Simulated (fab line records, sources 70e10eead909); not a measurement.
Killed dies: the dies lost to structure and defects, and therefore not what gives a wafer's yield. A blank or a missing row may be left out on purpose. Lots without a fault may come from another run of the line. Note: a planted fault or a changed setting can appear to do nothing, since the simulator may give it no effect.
One fault seen from 2 desks    flow nand-harc    numbers are kept per desk, each desk with only its own; the story behind them comes last

DESK OF THE TOOL OWNER: pvd-sputter-03
The tool's own readings at NHARC_P_M0_PVD_21 (deposits Cu, target thk 30 nm, time 20.49 s): means of the sampled wafers that have a number, for each lot that ran on this tool. If a lot's mean is further than 4 standard deviations from the usual mean, the lot is out of limits and carries the mark OUT (the distance appears in the brackets).
Columns: A = chamber-pressure-pa at NHARC_P_M0_PVD_21, usual 5.000 Pa; B = throttle-valve-pct at NHARC_P_M0_PVD_21, usual 30.1 %
lot   first seen here  A      B
L566  day 8 06:07      4.998  30.5
L577  day 13 04:10     4.998  30.4
L580  day 14 01:11     4.997  31.3
This desk's verdict: no lot among the 3 shows anything out of limits.

AT THE METROLOGY DESK
Means of the sampled wafers that have a number, per lot and without regard to the tool the lot ran on: this is what the gauges read. If a lot's mean is further than 4 standard deviations from the usual mean, the lot is out of limits and carries the mark OUT (the distance appears in the brackets).
Columns: A = thk-nm at NHARC_A_BONDPAD_THK_MEAS_20, usual 169.5 nm; B = thk-nm at NHARC_THIN_TSV_THK_MEAS_02, usual 2950 nm; C = cd-nm at NHARC_THIN_TSV_CD_MEAS_33, usual 5000.1 nm
lot   first seen here  A      B     C
L561  day 23 07:54     170.0  3395  5001.0
L564  day 24 02:15     170.3  2833  5001.4
L563  day 24 08:11     169.6  2886  5000.1
L566  day 26 00:05     170.0  2901  5001.3
L567  day 26 01:43     169.4  2955  4999.2
L569  day 26 09:31     169.1  2683  5001.8
L568  day 26 10:50     168.7  2815  5001.4
L570  day 28 00:04     169.7  2896  4999.9
L571  day 28 01:29     169.7  2977  4999.6
L577  day 29 15:51     168.8  3290  5000.9
L580  day 31 13:53     168.9  2862  4999.5
L583  day 32 03:35     169.4  2922  5001.4
L582  day 32 05:29     169.1  2730  4998.5
This desk's verdict: no lot among the 13 shows anything out of limits.

PUT TOGETHER
Nothing out of limits was seen by the tool owner's desk.
Metrology desk: nothing out of limits seen.

WHAT THE SIMULATOR PUT IN
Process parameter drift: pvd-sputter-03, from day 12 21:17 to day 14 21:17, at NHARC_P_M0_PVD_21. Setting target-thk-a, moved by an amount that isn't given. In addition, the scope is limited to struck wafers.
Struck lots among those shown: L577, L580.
